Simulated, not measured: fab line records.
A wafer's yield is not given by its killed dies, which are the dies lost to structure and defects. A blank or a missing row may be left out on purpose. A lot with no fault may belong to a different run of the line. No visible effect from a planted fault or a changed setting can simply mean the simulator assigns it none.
Problem report in the 8D (eight disciplines) form, filled by code :: flow nand harc :: the parts of the form that need people (team, actions taken, sign-off) are left out

1. WHAT IS WRONG
Mean of thk nm at NHARC_A_ONON_D1_THK_MEAS_18: 635 nm across 6 wafers in 2 lots; on wafers with no fault it is 1003 nm (standard deviation 12). Measured from the usual mean, that is -31 standard deviations.
The step: measures by ellipsometry.
Earliest sighting: wafer L233.1 on film metro-02 at day 12 03:20. The record has a number at this step for 42 wafers belonging to 14 lots. Rule for "out" (also "out of limits"): further than 4 standard deviations from the usual mean. All remaining wafers that have a number are taken as sound.

2. WHAT THIS IS AND IS NOT
question: which readings at this step
is: thk nm
is not: -

question: which lots
is: L233, L234
is not: L224, L225, L227, L228, L232, L236, L241, L242, L243, L244, L245, L246

question: which wafers of those lots
is: all that have a number
is not: -

question: read on which gauges
is: film metro-02
is not: film metro-01

question: when
is: from day 12 03:20
is not: up to then (15 sound wafers); but 21 sound wafers of L236, L241, L242, L243, L244, L245, L246 came after

3. WHAT RULES OUT EACH SUSPECT
Counting: a tool at a process step up to the reading stays a suspect if it ran every lot that is out and no sound lot after the first of them.
- the gauge at NHARC_A_ONON_D1_THK_MEAS_18 is ruled out. All the wafers that are out were read on film metro-02, but those of them that NHARC_END_SORT_01 has rows for are out there too, on other tools.
- rtp anneal-01 at NHARC_P_BONDPAD_ANNEAL_28 (time 90 s): ruled out as a lasting fault. Following L233 (day 10 16:56), the first lot on it that is out, the sound lots L236, L243, L245 were run on it.
- pecvd onon-03 at NHARC_A_ONON_D1_DEP_16 (target thk 1000 nm): ruled out as a lasting fault. Following L233 (day 12 02:50), the first lot on it that is out, the sound lots L242, L243, L245, L244, L246 were run on it.
Left after counting: nothing in the record.

4. THE CAUSE (what the simulator had put in)
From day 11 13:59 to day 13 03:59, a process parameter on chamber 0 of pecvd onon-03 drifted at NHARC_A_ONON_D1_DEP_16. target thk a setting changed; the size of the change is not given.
Counting ruled it out, wrongly: the rule takes a fault to strike every lot that its tool runs from its start on, and this one did not.

5. THE CHAIN OF EFFECTS, in route order
One row per reading whose mean, taken over the struck wafers that have a number, lies over 3 standard deviations from the usual. Only readings whose record carries a usual standard deviation are examined. hours: median over the lots of the time between each lot's start at the first step of this table that gives one and its start at this step. sigmas: the change, counted in usual standard deviations.
hours: 0
step: NHARC_A_ONON_D1_THK_MEAS_18
reading: thk nm
usual: 1003 nm
on struck wafers: 635
change: -368
sigmas: -31

hours: 389
step: NHARC_END_SORT_01
reading: killed at array
usual: 52
on struck wafers: 670
change: +618
sigmas: +36

hours: 389
step: NHARC_END_SORT_01
reading: killed dies
usual: 57
on struck wafers: 677
change: +620
sigmas: +39
At these later measuring or inspecting steps, every struck wafer for which the step has a row has a number for every such reading, and none has moved that far: NHARC_A_ONON_D1_INSPECT_32.

6. HOW IT WOULD HAVE BEEN CAUGHT EARLIER
The first out-of-limits reading at a measuring or inspecting step in this record came at day 12 03:20, 13 hours after the fault's start at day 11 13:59.
Of the tool readings at NHARC_A_ONON_D1_DEP_16 for which the record gives a usual standard deviation, none was out on any struck wafer, so an alarm limit of 4 standard deviations on them would not have fired.
